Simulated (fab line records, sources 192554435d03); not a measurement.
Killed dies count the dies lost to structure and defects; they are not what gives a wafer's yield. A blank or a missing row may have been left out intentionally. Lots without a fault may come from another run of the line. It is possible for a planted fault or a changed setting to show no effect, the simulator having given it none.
fab line records	flow n5Finfet
record lots=24	wafers=72	lastDay=18
route steps=1938 shown SD_EPI_P@303 ILD0@339 SDB@364 HKMG_FIN@398
lots with no fault: from the same line, run without faults
startH: hours from the record's first day to the start of the lot's first wafer shown	waitH: hours since the lot's step before	" the same as in the row above	L1.1+2: a row that stands for several wafers	- either no value or no given start	* or withheld: withheld	< > ~ a bound
route shown NAME@n: a module of which the file shows steps, and the number in the route of the first	usual: mean/standard deviation of fault-free wafers	same: alike in all rows	chamber/n: place in a boat	sites: each site's reading	_std_site: standard deviation of those values	_edge_site: mean of outer sites minus mean of inner sites	radiusMm: for every site, how far away it sits from the centre of the wafer	mask NAME#n: copy n	behind: the last tool/chamber to shape the wafer	hold: what put the lot on hold/how long, in hours/how the hold closed	device: whichever transistor did not switch (one of n, p or np)	end of line: tests run on the same wafers once the route is complete	step lacking rows: just its recipe	killed: the dies lost at the first sort to structure and to defects; this is not the yield of the wafer	map: dies across one wafer; x = killed, . = not, _ = none there
set.NAME: setting as actually run; set.NAME@STEP: the setting as run at that earlier step	model.NAME: the simulator's own value behind a step, which no gauge read
the route's steps for a sample of lots (tables are steps, rows are wafers)
services: a tool's chamber out of use, with start hour (startH, from the record's first day; less than 0 if before it), hours out, and reason
## steps
# step N5_SD_EPI_P_CD_MEAS_09
# recipe targetCdNm=240	landingEnergyEv=500	detector=seInlens
# usual cdNm=239.5/0.8
lot.wafer	tool	chamber	startH	waitH	cdNm
L074.3	cdSem-02	0	52.07	-	238.8
L074.4	"	0	"	"	240.3
L074.6	"	0	"	"	239.5
L075.1	cdSem-01	0	61.68	-	239.0
L075.3	"	0	"	"	239.5
L075.5	"	0	"	"	240.1
L076.1	cdSem-02	0	69.70	-	238.9
L076.4	"	0	"	"	239.1
L076.6	"	0	"	"	239.1
L077.3	cdSem-02	0	71.25	-	239.3
L077.4	"	0	"	"	238.6
L077.6	"	0	"	"	239.0
L078.2	cdSem-03	0	81.01	-	240.7
L078.3	"	0	"	"	238.3
L078.6	"	0	"	"	239.0
L079.1	cdSem-02	0	82.98	-	239.5
L079.4	"	0	"	"	238.7
L079.6	"	0	"	"	239.4
L080.4	cdSem-03	0	92.89	-	240.1
L080.5	"	0	"	"	239.2
L080.6	"	0	"	"	238.4
L081.3	cdSem-03	0	100.79	-	238.7
L081.5	"	0	"	"	239.7
L081.6	"	0	"	"	238.8
L082.2	cdSem-01	0	100.95	-	239.7
L082.4	"	0	"	"	239.2
L082.5	"	0	"	"	240.3
L083.1	cdSem-02	0	109.98	-	238.5
L083.4	"	0	"	"	238.7
L083.6	"	0	"	"	238.8
L084.1	cdSem-02	0	120.04	-	240.0
L084.4	"	0	"	"	241.4
L084.6	"	0	"	"	241.1
L085.1	cdSem-01	0	122.59	-	239.0
L085.2	"	0	"	"	239.2
L085.3	"	0	"	"	240.2
L086.2	cdSem-02	0	129.00	-	241.5
L086.3	"	0	"	"	240.7
L086.4	"	0	"	"	241.1
L087.1	cdSem-01	0	134.02	-	239.0
L087.3	"	0	"	"	239.9
L087.5	"	0	"	"	239.8
L088.1	cdSem-01	0	143.24	-	238.4
L088.4	"	0	"	"	239.3
L088.5	"	0	"	"	240.1
L089.1	cdSem-01	0	146.40	-	238.5
L089.5	"	0	"	"	239.4
L089.6	"	0	"	"	237.8
L090.1	cdSem-03	0	152.21	-	239.4
L090.3	"	0	"	"	240.1
L090.6	"	0	"	"	239.0
L091.1	cdSem-01	0	156.45	-	240.2
L091.2	"	0	"	"	238.7
L091.4	"	0	"	"	238.9
L092.1	cdSem-03	0	163.60	-	239.3
L092.2	"	0	"	"	238.9
L092.3	"	0	"	"	239.1
L093.1	cdSem-01	0	169.77	-	238.8
L093.3	"	0	"	"	239.6
L093.4	"	0	"	"	238.8
L094.3	cdSem-03	0	173.58	-	240.1
L094.4	"	0	"	"	240.7
L094.6	"	0	"	"	238.7
L095.2	cdSem-02	0	180.95	-	240.3
L095.5	"	0	"	"	240.5
L095.6	"	0	"	"	240.8
L096.3	cdSem-01	0	186.89	-	240.9
L096.5	"	0	"	"	240.0
L096.6	"	0	"	"	240.1
L097.2	cdSem-02	0	194.43	-	239.6
L097.3	"	0	"	"	239.1
L097.5	"	0	"	"	239.6
# step N5_ILD0_THK_MEAS_04
# usual thkNm=197.0/1.2
lot.wafer	tool	chamber	startH	waitH	thkNm
L074.3	filmMetro-01	-	60.38	-	197.7
L074.4	"	-	"	"	197.1
L074.6	"	-	"	"	197.8
L075.1	filmMetro-01	-	69.95	-	196.1
L075.3	"	-	"	"	198.4
L075.5	"	-	"	"	195.4
L076.1	filmMetro-01	-	76.97	-	196.6
L076.4	"	-	"	"	199.8
L076.6	"	-	"	"	198.8
L077.3	filmMetro-01	-	79.46	-	197.5
L077.4	"	-	"	"	196.5
L077.6	"	-	"	"	198.2
L078.2	filmMetro-02	-	89.17	-	197.5
L078.3	"	-	"	"	196.2
L078.6	"	-	"	"	194.7
L079.1	filmMetro-02	-	91.10	-	197.2
L079.4	"	-	"	"	198.7
L079.6	"	-	"	"	198.3
L080.4	filmMetro-02	-	101.68	-	198.0
L080.5	"	-	"	"	198.6
L080.6	"	-	"	"	195.2
L081.3	filmMetro-02	-	109.01	-	197.8
L081.5	"	-	"	"	195.0
L081.6	"	-	"	"	197.4
L082.2	filmMetro-01	-	109.17	-	199.0
L082.4	"	-	"	"	197.2
L082.5	"	-	"	"	194.7
L083.1	filmMetro-02	-	120.23	-	194.8
L083.4	"	-	"	"	195.8
L083.6	"	-	"	"	198.0
L084.1	filmMetro-02	-	128.78	-	196.9
L084.4	"	-	"	"	196.8
L084.6	"	-	"	"	197.4
L085.1	filmMetro-01	-	130.75	-	196.2
L085.2	"	-	"	"	197.8
L085.3	"	-	"	"	197.1
L086.2	filmMetro-01	-	136.47	-	194.4
L086.3	"	-	"	"	196.3
L086.4	"	-	"	"	197.4
L087.1	filmMetro-01	-	142.04	-	196.5
L087.3	"	-	"	"	197.1
L087.5	"	-	"	"	196.0
L088.1	filmMetro-01	-	150.59	-	198.4
L088.4	"	-	"	"	195.5
L088.5	"	-	"	"	197.4
L089.1	filmMetro-02	-	154.58	-	197.0
L089.5	"	-	"	"	197.3
L089.6	"	-	"	"	196.7
L090.1	filmMetro-02	-	160.87	0.2	196.3
L090.3	"	-	"	"	197.1
L090.6	"	-	"	"	196.4
L091.1	filmMetro-01	-	163.90	-	195.4
L091.2	"	-	"	"	199.3
L091.4	"	-	"	"	198.0
L092.1	filmMetro-02	-	173.02	-	197.3
L092.2	"	-	"	"	196.6
L092.3	"	-	"	"	195.3
L093.1	filmMetro-01	-	177.62	-	199.4
L093.3	"	-	"	"	197.2
L093.4	"	-	"	"	200.2
L094.3	filmMetro-02	-	183.70	-	195.6
L094.4	"	-	"	"	197.8
L094.6	"	-	"	"	195.5
L095.2	filmMetro-02	-	190.59	-	196.1
L095.5	"	-	"	"	197.7
L095.6	"	-	"	"	194.7
L096.3	filmMetro-01	-	194.17	-	196.4
L096.5	"	-	"	"	197.1
L096.6	"	-	"	"	195.5
L097.2	filmMetro-01	-	203.90	-	197.1
L097.3	"	-	"	"	195.2
L097.5	"	-	"	"	197.2
# step N5_SDB_HM_OPEN_20
# recipe chemistry=CH3F/O2	target=SiNx	maskMaterial=SOC	targetDepthA=240	stopOn=poly-Si	overEtchFrac=0.4	ionEnergyEv=120	pressureMtorr=30	sourceW=395	biasW=73	Ar_flow_sccm=150	CH3F_flow_sccm=30	O2_flow_sccm=20
# usual drypumpMotorCurrentA=5.8/0.48	oesProductAu=0.63/0.052	rfVppV=297/10	showerheadPlenumPTorr=1.99/0.06	throttleValvePct=16.47/0.21
lot.wafer	tool	chamber	startH	waitH	drypumpMotorCurrentA	oesProductAu	rfHoursCounterH	rfVppV	showerheadPlenumPTorr	throttleValvePct
L074.3	rieDiel-01	1	64.76	0.0	6.6	0.58	215	311	2.07	16.16
L074.4	"	3	"	"	5.7	0.66	134	296	2.00	16.28
L074.6	"	2	"	"	5.7	0.66	-	306	2.08	16.60
L075.1	rieDiel-01	2	74.31	0.0	5.7	0.65	136	307	2.08	16.61
L075.3	"	0	"	"	6.3	0.58	200	279	1.92	16.80
L075.5	"	1	"	"	6.5	0.58	-	311	2.06	16.18
L076.1	rieDiel-02	1	81.83	0.0	5.9	0.63	106	306	1.92	16.22
L076.4	"	2	"	"	5.8	0.70	-	307	2.04	16.36
L076.6	"	0	"	"	5.3	0.62	-	283	2.00	16.58
L077.3	rieDiel-02	2	83.97	0.0	5.7	0.69	66	309	2.04	16.37
L077.4	"	1	"	"	5.8	0.64	-	306	1.92	16.20
L077.6	"	2	"	"	5.8	0.69	-	307	2.04	16.37
L078.2	rieDiel-01	0	93.56	0.0	6.3	0.58	207	280	1.92	16.82
L078.3	"	1	"	"	6.6	0.57	226	311	2.06	16.18
L078.6	"	1	"	"	6.5	0.57	-	312	2.06	16.20
L079.1	rieDiel-02	3	95.66	0.0	5.9	0.82	0	293	1.96	16.20
L079.4	"	0	"	"	5.3	0.63	163	283	1.99	16.60
L079.6	"	0	"	"	5.3	0.62	-	281	1.99	16.61
L080.4	rieDiel-05	2	105.91	0.0	5.9	0.61	179	304	1.99	16.35
L080.5	"	3	"	"	5.6	0.60	-	304	2.07	16.31
L080.6	"	0	"	"	6.3	0.64	-	288	1.94	16.42
L081.3	rieDiel-02	2	113.25	0.0	5.8	0.69	76	308	2.04	16.40
L081.5	"	2	"	"	5.7	0.68	-	307	2.04	16.41
L081.6	"	1	"	"	5.8	0.65	-	307	1.92	16.24
L082.2	rieDiel-01	1	113.54	0.0	6.6	0.56	233	310	2.06	16.20
L082.4	"	3	"	"	5.7	0.64	148	295	1.99	16.30
L082.5	"	1	"	"	6.6	0.58	-	311	2.06	16.18
L083.1	rieDiel-01	2	124.71	0.0	5.7	0.64	154	307	2.07	16.65
L083.4	"	2	"	"	5.7	0.65	-	307	2.07	16.63
L083.6	"	0	"	"	6.3	0.58	-	279	1.91	16.82
L084.1	rieDiel-05	1	133.12	0.0	4.7	0.58	190	301	2.08	16.80
L084.4	"	2	"	"	5.9	0.60	-	304	1.98	16.36
L084.6	"	0	"	"	6.3	0.64	-	288	1.94	16.46
L085.1	rieDiel-05	2	135.56	0.0	5.9	0.59	189	302	1.98	16.34
L085.2	"	0	"	"	6.4	0.65	147	287	1.94	16.45
L085.3	"	1	"	"	4.8	0.59	191	302	2.08	16.80
L086.2	rieDiel-05	3	140.88	0.0	5.6	0.57	213	305	2.06	16.30
L086.3	"	2	"	"	5.9	0.60	191	304	1.98	16.36
L086.4	"	1	"	"	4.8	0.60	193	302	2.08	16.79
L087.1	rieDiel-05	0	146.66	0.0	6.4	0.63	152	287	1.94	16.47
L087.3	"	1	"	"	4.7	0.58	195	303	2.08	16.81
L087.5	"	0	"	"	6.4	0.63	-	287	1.94	16.45
L088.1	rieDiel-05	0	154.83	0.0	6.3	0.62	155	289	1.94	16.48
L088.4	"	2	"	"	5.8	0.60	195	303	1.98	16.37
L088.5	"	1	"	"	4.8	0.58	-	302	2.08	16.80
L089.1	rieDiel-05	2	159.55	0.0	5.9	0.60	197	302	1.98	16.38
L089.5	"	2	"	"	5.8	0.61	-	302	1.98	16.38
L089.6	"	3	"	"	5.6	0.58	-	303	2.06	16.33
L090.1	rieDiel-02	2	166.22	0.0	5.8	0.66	93	308	2.03	16.43
L090.3	"	3	"	"	5.9	0.75	25	294	1.95	16.25
L090.6	"	0	"	"	5.3	0.61	-	283	1.99	16.65
L091.1	rieDiel-02	2	168.27	0.0	5.7	0.65	94	307	2.03	16.43
L091.2	"	3	"	"	5.9	0.75	25	292	1.96	16.26
L091.4	"	0	"	"	5.2	0.61	187	282	1.99	16.65
L092.1	rieDiel-01	0	177.43	0.0	6.3	0.57	239	279	1.91	16.85
L092.2	"	3	"	"	5.8	0.62	171	296	1.98	16.33
L092.3	"	2	"	"	5.7	0.63	173	308	2.07	16.67
L093.1	rieDiel-02	2	182.10	0.0	5.7	0.67	98	308	2.03	16.43
L093.3	"	3	"	"	5.9	0.75	30	293	1.95	16.28
L093.4	"	0	"	"	5.3	0.62	193	281	1.98	16.64
L094.3	rieDiel-02	0	188.20	0.0	5.3	0.59	195	282	1.98	16.68
L094.4	"	1	"	"	5.9	0.61	141	306	1.91	16.28
L094.6	"	3	"	"	5.9	0.73	-	294	1.95	16.28
L095.2	rieDiel-02	1	195.23	0.0	5.9	0.60	144	306	1.91	16.30
L095.5	"	0	"	"	5.3	0.60	-	282	1.98	16.69
L095.6	"	3	"	"	5.9	0.74	-	293	1.95	16.29
L096.3	rieDiel-05	1	198.54	0.0	4.7	0.58	213	303	2.07	16.84
L096.5	"	1	"	"	4.7	0.57	-	302	2.07	16.83
L096.6	"	0	"	"	6.4	0.63	-	289	1.93	16.49
L097.2	rieDiel-02	3	208.74	0.0	5.9	0.73	40	292	1.95	16.28
L097.3	"	0	"	"	5.2	0.58	202	282	1.98	16.66
L097.5	"	0	"	"	5.3	0.59	-	282	1.98	16.69
# step N5_SDB_CMP_30
# recipe stopOn=poly-Si	tOverpolishS=1.54	postCmpClean=alkalineBrush	downForcePsi=4.1491	platenRpm=51.796	padVelocityMS=1.0306	targetThkNm=30
# usual edgeZonePressureFrac=1.000/0.0053	motorCurrentA=12.3/1.6	overpolishRunS=1.541/0.0096	timeToEndpointS=17/3.1
# same tOverpolishS=1.54
lot.wafer	tool	chamber	startH	waitH	edgeZonePressureFrac	motorCurrentA	overpolishRunS	timeToEndpointS
L074.4	cmp-03	3	68.26	1.5	0.999	11.7	1.530	19
L074.3	"	0	"	"	0.994	14.7	1.547	17
L074.6	"	2	"	"	1.003	12.7	1.549	15
L075.1	cmp-03	2	77.99	1.4	0.996	13.8	1.546	12
L075.3	"	1	"	"	0.998	12.6	1.545	13
L075.5	"	3	"	"	1.008	11.7	1.543	15
L076.4	cmp-04	0	85.35	1.5	1.002	12.5	1.522	18
L076.1	"	1	"	"	1.008	9.2	1.532	19
L076.6	"	3	"	"	1.004	12.6	1.541	12
L077.3	cmp-03	3	87.31	1.4	1.003	11.9	1.538	18
L077.4	"	0	"	"	0.997	15.2	1.535	15
L077.6	"	2	"	"	1.002	13.8	1.541	15
L078.2	cmp-01	0	97.77	1.4	1.004	13.1	1.543	21
L078.3	"	1	"	"	0.997	13.6	1.563	18
L078.6	"	0	"	"	1.005	13.0	1.552	22
L079.4	cmp-03	2	100.20	1.4	1.003	13.5	1.543	16
L079.1	"	0	"	"	0.996	15.4	1.529	18
L079.6	"	2	"	"	1.010	12.9	1.544	17
L080.4	cmp-01	2	109.64	1.4	0.986	9.8	1.529	17
L080.5	"	2	"	"	1.000	10.0	1.549	19
L080.6	"	3	"	"	1.006	10.4	1.548	23
L082.4	cmp-03	2	117.70	1.4	0.997	13.9	1.553	15
L082.2	"	1	"	"	0.998	12.4	1.539	16
L082.5	"	3	"	"	0.998	12.1	1.542	18
L081.3	cmp-01	1	117.71	1.5	1.003	14.1	1.535	18
L081.5	"	2	"	"	1.006	9.0	1.551	17
L081.6	"	3	"	"	0.995	10.6	1.547	21
L083.4	cmp-04	2	128.11	1.4	1.000	12.1	1.545	16
L083.1	"	3	"	"	0.997	12.3	1.542	14
L083.6	"	2	"	"	1.001	11.7	1.523	16
L084.1	cmp-04	1	136.76	1.4	1.003	9.5	1.547	15
L084.4	"	2	"	"	0.991	11.3	1.541	16
L084.6	"	0	"	"	0.998	12.0	1.533	16
L085.3	cmp-01	1	138.86	1.4	0.996	13.6	1.532	16
L085.1	"	3	"	"	1.009	10.6	1.557	21
L085.2	"	0	"	"	1.009	12.4	1.557	24
L086.3	cmp-03	0	144.60	1.4	1.004	15.2	1.547	17
L086.4	"	2	"	"	1.003	13.3	1.537	18
L086.2	"	3	"	"	0.999	12.1	1.555	21
L087.3	cmp-04	2	149.96	1.4	0.993	12.2	1.537	10
L087.1	"	0	"	"	1.005	12.4	1.553	13
L087.5	"	2	"	"	0.997	11.5	1.551	11
L088.4	cmp-03	3	158.32	1.4	1.001	11.9	1.548	21
L088.1	"	1	"	"	1.005	11.9	1.527	18
L088.5	"	3	"	"	1.007	12.1	1.545	19
L089.1	cmp-01	2	163.04	1.5	0.999	9.7	1.548	14
L089.5	"	3	"	"	0.992	10.5	1.531	19
L089.6	"	0	"	"	1.000	13.3	1.533	20
L090.3	cmp-01	3	169.52	1.4	0.999	10.1	1.549	21
L090.1	"	0	"	"	1.002	12.9	1.547	20
L090.6	"	0	"	"	0.991	12.9	1.545	20
L091.4	cmp-03	3	172.13	1.4	1.010	11.7	1.540	21
L091.1	"	0	"	"	1.004	14.9	1.549	18
L091.2	"	2	"	"	0.997	13.1	1.528	18
L092.3	cmp-03	3	180.73	1.4	1.002	12.1	1.540	23
L092.1	"	0	"	"	0.998	15.3	1.556	22
L092.2	"	1	"	"	0.998	12.5	1.531	19
L093.4	cmp-04	2	185.43	1.4	1.014	11.6	1.535	15
L093.1	"	3	"	"	1.011	12.7	1.547	11
L093.3	"	0	"	"	0.998	12.3	1.526	18
L094.4	cmp-03	3	191.50	1.4	0.995	12.4	1.545	20
L094.3	"	1	"	"	0.998	12.4	1.536	16
L094.6	"	0	"	"	1.006	14.9	1.539	17
L095.2	cmp-03	0	198.53	1.4	0.997	15.2	1.546	16
L095.6	"	0	"	"	1.001	14.8	1.541	14
L095.5	"	1	"	"	0.996	12.3	1.531	14
L096.3	cmp-03	1	201.96	1.4	1.000	11.6	1.535	20
L096.5	"	1	"	"	1.000	11.9	1.544	16
L096.6	"	2	"	"	0.990	12.7	1.534	15
L097.2	cmp-04	0	212.75	1.4	1.006	12.0	1.527	21
L097.3	"	2	"	"	1.002	11.7	1.545	18
L097.5	"	0	"	"	0.996	12.3	1.545	19
# step N5_SDB_THK_MEAS_31
# recipe reads=a-Si_of_DUMMY_GATE_CVD_03
# usual SDB_THK=64.1/1.5
lot.wafer	tool	chamber	startH	waitH	SDB_THK[nm]
L074.3	filmMetro-01	-	68.48	-	66.2
L074.4	"	-	"	"	64.5
L074.6	"	-	"	"	63.3
L075.1	filmMetro-01	-	78.28	-	67.0
L075.3	"	-	"	"	66.4
L075.5	"	-	"	"	63.7
L076.1	filmMetro-01	-	85.57	-	64.0
L076.4	"	-	"	"	63.0
L076.6	"	-	"	"	65.0
L077.3	filmMetro-01	-	87.57	-	62.5
L077.4	"	-	"	"	63.6
L077.6	"	-	"	"	64.3
L078.2	filmMetro-02	-	98.07	-	65.6
L078.3	"	-	"	"	63.1
L078.6	"	-	"	"	64.7
L079.1	filmMetro-02	-	100.46	-	62.5
L079.4	"	-	"	"	61.4
L079.6	"	-	"	"	61.9
L080.4	filmMetro-01	-	109.94	-	61.9
L080.5	"	-	"	"	63.3
L080.6	"	-	"	"	62.5
L081.3	filmMetro-01	-	117.89	-	61.9
L081.5	"	-	"	"	62.7
L081.6	"	-	"	"	60.5
L082.2	filmMetro-02	-	117.99	-	66.5
L082.4	"	-	"	"	62.4
L082.5	"	-	"	"	64.1
L083.1	filmMetro-02	-	128.40	-	64.7
L083.4	"	-	"	"	63.0
L083.6	"	-	"	"	63.0
L084.1	filmMetro-01	-	137.02	-	64.7
L084.4	"	-	"	"	63.4
L084.6	"	-	"	"	64.3
L085.1	filmMetro-02	-	139.15	-	63.3
L085.2	"	-	"	"	66.5
L085.3	"	-	"	"	66.0
L086.2	filmMetro-01	-	144.89	-	63.6
L086.3	"	-	"	"	64.6
L086.4	"	-	"	"	64.1
L087.1	filmMetro-01	-	150.26	-	66.8
L087.3	"	-	"	"	65.8
L087.5	"	-	"	"	65.7
L088.1	filmMetro-02	-	158.58	-	63.8
L088.4	"	-	"	"	63.7
L088.5	"	-	"	"	63.5
L089.1	filmMetro-02	-	163.22	-	63.7
L089.5	"	-	"	"	63.8
L089.6	"	-	"	"	61.4
L090.1	filmMetro-02	-	169.82	-	64.9
L090.3	"	-	"	"	62.5
L090.6	"	-	"	"	62.4
L091.1	filmMetro-01	-	172.42	-	64.9
L091.2	"	-	"	"	65.6
L091.4	"	-	"	"	66.8
L092.1	filmMetro-01	-	181.02	-	64.3
L092.2	"	-	"	"	63.6
L092.3	"	-	"	"	65.1
L093.1	filmMetro-02	-	185.72	-	61.9
L093.3	"	-	"	"	64.8
L093.4	"	-	"	"	63.2
L094.3	filmMetro-01	-	191.79	-	65.2
L094.4	"	-	"	"	64.1
L094.6	"	-	"	"	64.8
L095.2	filmMetro-02	-	198.82	-	65.6
L095.5	"	-	"	"	63.2
L095.6	"	-	"	"	65.6
L096.3	filmMetro-01	-	202.26	-	64.9
L096.5	"	-	"	"	63.0
L096.6	"	-	"	"	65.8
L097.2	filmMetro-02	-	213.05	-	63.9
L097.3	"	-	"	"	65.6
L097.5	"	-	"	"	62.4
# step N5_HKMG_FIN_CD_MEAS_49
# recipe targetCdNm=202	landingEnergyEv=500	detector=seInlens	polarity=opening
# usual cdNm=201.5/0.91
lot.wafer	tool	chamber	startH	waitH	cdNm
L074.3	cdSem-02	0	70.05	-	201.1
L074.4	"	0	"	"	201.5
L074.6	"	0	"	"	200.5
L075.1	cdSem-02	0	79.89	-	201.3
L075.3	"	0	"	"	200.0
L075.5	"	0	"	"	201.2
L076.1	cdSem-01	0	87.01	-	201.0
L076.4	"	0	"	"	200.7
L076.6	"	0	"	"	200.1
L077.3	cdSem-01	0	89.13	-	201.4
L077.4	"	0	"	"	201.3
L077.6	"	0	"	"	201.7
L078.2	cdSem-01	0	99.77	-	202.7
L078.3	"	0	"	"	202.1
L078.6	"	0	"	"	202.0
L079.1	cdSem-02	0	102.22	-	202.3
L079.4	"	0	"	"	199.8
L079.6	"	0	"	"	201.7
L080.4	cdSem-03	0	111.71	-	201.7
L080.5	"	0	"	"	202.4
L080.6	"	0	"	"	201.9
L081.3	cdSem-01	0	119.37	-	203.2
L081.5	"	0	"	"	202.2
L081.6	"	0	"	"	201.0
L082.2	cdSem-01	0	119.66	-	201.0
L082.4	"	0	"	"	200.5
L082.5	"	0	"	"	200.4
L083.1	cdSem-02	0	130.32	-	201.4
L083.4	"	0	"	"	200.3
L083.6	"	0	"	"	200.4
L084.1	cdSem-03	0	139.18	-	203.0
L084.4	"	0	"	"	202.6
L084.6	"	0	"	"	202.7
L085.1	cdSem-01	0	141.03	-	201.5
L085.2	"	0	"	"	201.9
L085.3	"	0	"	"	201.5
L086.2	cdSem-03	0	147.04	-	202.0
L086.3	"	0	"	"	202.4
L086.4	"	0	"	"	202.1
L087.1	cdSem-03	0	152.14	-	200.1
L087.3	"	0	"	"	201.2
L087.5	"	0	"	"	201.9
L088.1	cdSem-01	0	160.72	-	201.1
L088.4	"	0	"	"	201.8
L088.5	"	0	"	"	201.2
L089.1	cdSem-03	0	164.84	-	202.4
L089.5	"	0	"	"	202.1
L089.6	"	0	"	"	201.1
L090.1	cdSem-03	0	171.42	-	202.9
L090.3	"	0	"	"	202.6
L090.6	"	0	"	"	203.7
L091.1	cdSem-01	0	173.92	-	201.4
L091.2	"	0	"	"	201.0
L091.4	"	0	"	"	202.2
L092.1	cdSem-01	0	182.72	-	201.9
L092.2	"	0	"	"	200.5
L092.3	"	0	"	"	201.9
L093.1	cdSem-02	0	187.40	-	199.9
L093.3	"	0	"	"	201.5
L093.4	"	0	"	"	201.0
L094.3	cdSem-03	0	193.33	-	201.4
L094.4	"	0	"	"	202.1
L094.6	"	0	"	"	202.3
L095.2	cdSem-01	0	200.28	-	200.5
L095.5	"	0	"	"	200.9
L095.6	"	0	"	"	200.1
L096.3	cdSem-03	0	204.08	-	203.0
L096.5	"	0	"	"	201.6
L096.6	"	0	"	"	201.2
L097.2	cdSem-02	0	214.61	-	202.2
L097.3	"	0	"	"	201.0
L097.5	"	0	"	"	201.0
## services
tool	chamber	startH	hours	kind
cmp-01	-	58.60	0.4	repair
rieDiel-02	-	65.60	2.8	pm
rieDiel-01	3	70.89	5.6	repair
rieDiel-02	3	72.95	-	clean
rieDiel-02	3	72.95	-	consumableReplace:focusRing
rieDiel-02	3	72.95	20.8	scheduledDown
rieDiel-02	3	72.95	20.8	ventCycle
cmp-01	-	129.25	7.7	pm
cmp-03	-	131.93	4.0	pm
rieDiel-05	3	132.65	7.5	repair
rieDiel-01	1	135.00	12.9	repair
cmp-03	-	135.93	-	consumableReplace:conditioner
cmp-03	-	135.93	-	consumableReplace:pad
cmp-04	-	153.06	6.5	repair
rieDiel-01	1	177.02	-	clean
rieDiel-01	1	177.02	-	consumableReplace:esc
rieDiel-01	1	177.02	-	consumableReplace:focusRing
cmp-04	-	191.48	0.5	repair
rieDiel-02	-	195.71	3.6	repair
rieDiel-01	0	199.26	-	clean
rieDiel-01	0	199.26	-	consumableReplace:focusRing
rieDiel-01	0	199.26	-	consumableReplace:showerhead
rieDiel-05	0	203.48	8.1	repair
rieDiel-02	2	205.00	27.5	repair
## key
fault none
